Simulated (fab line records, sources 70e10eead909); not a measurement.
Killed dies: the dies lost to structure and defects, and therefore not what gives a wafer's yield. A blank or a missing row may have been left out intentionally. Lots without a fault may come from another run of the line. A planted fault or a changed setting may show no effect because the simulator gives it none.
A struck lot beside a sound one ; flow nandHarc ; 14 steps out of a route of 1302
Sound: the wafers L918.1, L918.2, L918.5. Struck: wafers L940.4, L940.5, L940.6. The cause is named last.
Each step with rows lists, per side, the tool, then ch with its chambers, then its first start. Under that, the readings that differ: sound wafers ; struck wafers ; difference of the means ; sigmas: that difference in standard deviations of wafers without a fault.
alike: readings with means less than 2 such deviations apart, plus words and numbers identical on both sides. not compared: withheld readings, readings lacking a value on some wafer, bounds such as >300 that could conceal the same value, and numbers that have no deviation in the record and whose values overlap.
Wherever a step has rows on one side only, a row that says differs or no value, or a row with sigmas, the two part there. Numbers that don't overlap but have no deviation are shown without sigmas and don't part them. A reading that every wafer of one side lacks parts them only if that side has two wafers or more.

NHARC_P_GATE_ETCH_114: etches the open film in CF4/O2, target depth 30 nm, overetch 3 nm, time 16.5 s.
  sound: rieDiel-07 ch 1,3; struck: rieDiel-07 ch 0,3
  alike: drypumpMotorCurrentA, oes_f_703_au, oesProductAu, rfVppV, showerheadPlenumPTorr, throttleValvePct
  not compared: rfHoursCounterH
NHARC_P_GATE_ETCH_32: etches the open film in HBr/Cl2, target depth 150 nm, time 100.1 s.
  sound on rieSi-01 ch 0,1,3, day 5 04:07; struck on rieSi-01 ch 0,3, day 14 03:56
  alike: drypumpMotorCurrentA, oesProductAu, throttleValvePct
  not compared: rfHoursCounterH
NHARC_P_GATE_STRIP_108: strips in O2.
  sound on rieDiel-07 ch 0,1,2, day 5 04:15; struck on rieDiel-07 ch 0,2,3, day 14 04:08
  alike: drypumpMotorCurrentA, oesProductAu, rfVppV, showerheadPlenumPTorr, throttleValvePct
  not compared: rfHoursCounterH
NHARC_P_GATE_CD_MEAS_33:
  struck on cdSem-02, day 14 04:17; sound on cdSem-01, day 5 04:26
  alike: cdNm
then, 4 steps without rows for these wafers: NHARC_P_GATE_STRIP_35 (strips in SPM, time 600 s); NHARC_P_GATE_PRECLEAN_73 (cleans in SC1); NHARC_P_GATE_SRD_74; NHARC_P_GATE_ALD_36 (deposits SiNx, target thk 20 nm, pulse time 60 s, ald cycles 223).
NHARC_P_GATE_ETCHBACK_37: etches the open film in CHF3/O2, target depth 34.5 nm, time 17.2 s.
  sound: rieDiel-07 ch 0,3; struck: rieDiel-03 ch 0,1,2
  alike: drypumpMotorCurrentA, oesProductAu, rfVppV, showerheadPlenumPTorr, throttleValvePct
  not compared: rfHoursCounterH
NHARC_P_GATE_STRIP_101: strips in O2, time 20 s.
  sound on rieDiel-07 ch 1,2, day 5 14:28; struck on rieDiel-03 ch 1,2,3, day 14 14:17
  alike: drypumpMotorCurrentA, oesProductAu, rfVppV, showerheadPlenumPTorr, throttleValvePct
  not compared: rfHoursCounterH
then, 2 steps without rows for these wafers: NHARC_P_GATE_PRECLEAN_97 (cleans in SPM, time 600 s); NHARC_P_GATE_SRD_98.
NHARC_P_GATE_PRECLEAN_99: cleans in SC1.
  sound on wetBench-09 ch 0,4,7, day 5 14:37; struck on wetBench-05 ch 1,2,7, day 14 14:27
  alike: diwFlowMLMin
  not compared: runLengthS
after that, 1 step had no rows for these wafers: NHARC_P_GATE_SRD_100.

WHERE THEY PART
Nowhere in this record.

WHY: the cause the simulator had injected
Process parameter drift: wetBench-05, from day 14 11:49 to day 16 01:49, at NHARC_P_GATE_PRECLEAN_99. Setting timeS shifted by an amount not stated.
